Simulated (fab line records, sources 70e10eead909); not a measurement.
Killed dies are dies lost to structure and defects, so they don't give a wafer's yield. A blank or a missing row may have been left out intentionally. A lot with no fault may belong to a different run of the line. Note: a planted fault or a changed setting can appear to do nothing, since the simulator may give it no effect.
Code-filled problem report in 8D (eight disciplines) form / flow nand-harc / the parts of the form that need people (team, actions taken, sign-off) are left out

## 1. WHAT IS WRONG
NHARC_P_M2_ETCH_35, run-length-s: mean 55.2 s on 2 wafers (1 lot); fault-free wafers 65.4 s, standard deviation 0.56. Relative to the usual mean, that is a shift of -18 standard deviations.
The step: etches the open film in N2/H2, target depth 40 nm, overetch 12 nm, time 43.94 s.
Earliest sighting: wafer L722.2 on rie-diel-03 at day 8 02:31. At this step, 15 wafers from 5 lots have a number in the record. By rule, "out" or "out of limits" means more than 4 standard deviations away from the usual mean. All remaining wafers that have a number are taken as sound.

## 2. WHAT THIS IS AND IS NOT
question=which readings at this step | is=run-length-s | is not=drypump-motor-current-A, oes-product-au, rf-vpp-V, showerhead-plenum-p-Torr
question=which lots | is=L722 | is not=L717, L724, L728, L735
question=which wafers of those lots | is=L722.2, L722.4 | is not=L722.5
question=read on which tools | is=rie-diel-03 | is not=rie-diel-12
question=when | is=from day 8 02:31 | is not=up to then (4 sound wafers); but 9 sound wafers of L724, L728, L735 came after

## 3. WHAT RULES OUT EACH SUSPECT
Counting: if a tool at a process step up to the reading ran every lot that is out, it stays a suspect. Sound lots after the first of them don't rule it out here, since some wafers of a struck lot are sound.
- rie-diel-03 at NHARC_P_M2_DESCUM_14 (chemistry O2, time 3 s): kept. It ran the lot that is out, L722 (day 8 02:26); its last sound lot up to then is L717 (day 6 23:28).
- rie-diel-03 at NHARC_P_M2_ETCH_35 (etches the open film in N2/H2, target depth 40 nm, overetch 12 nm, time 43.94 s): kept. It ran the lot that is out, L722 (day 8 02:31); its last sound lot up to then is L717 (day 6 23:34). Out on those wafers are its own readings of run-length-s.
- Within rie-diel-03 at NHARC_P_M2_DESCUM_14: the wafers that are out ran in chambers 0, 1; their sound lot-mates ran in chamber 2.
Left after counting: rie-diel-03 at NHARC_P_M2_DESCUM_14, rie-diel-03 at NHARC_P_M2_ETCH_35.

## 4. THE CAUSE (what the simulator had put in)
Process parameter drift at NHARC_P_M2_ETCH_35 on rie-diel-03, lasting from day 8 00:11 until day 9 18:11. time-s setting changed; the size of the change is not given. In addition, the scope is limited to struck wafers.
After counting, 2 suspects remain, this tool included.

## 5. THE CHAIN OF EFFECTS, in route order
Each row: a reading whose mean over the struck wafers that have a number lies more than 3 standard deviations from the usual. Scope: only readings with a usual standard deviation given in the record; hours: median across lots of the time from each lot's start at the first step in this table that gives one to its start at this step; sigmas: change in usual standard deviations.
hours=0; step=NHARC_P_M2_ETCH_35; reading=run-length-s; usual=65.4 s; on struck wafers=55.2; change=-10.2; sigmas=-18
Its process steps:
- NHARC_P_M2_ETCH_35: etches the open film in N2/H2, target depth 40 nm, overetch 12 nm, time 43.94 s.
Readings that are blank on the struck wafers while sound wafers have them: bias-w at NHARC_P_M2_ETCH_35.
Later measuring or inspecting steps at which every struck wafer that the step has a row for has a number for every such reading, and none has moved that far: NHARC_END_SORT_01.

## 6. WHAT WOULD HAVE CAUGHT IT SOONER
First out-of-limits reading in this record: day 8 02:31, which is 2 hours after fault onset at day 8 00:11.
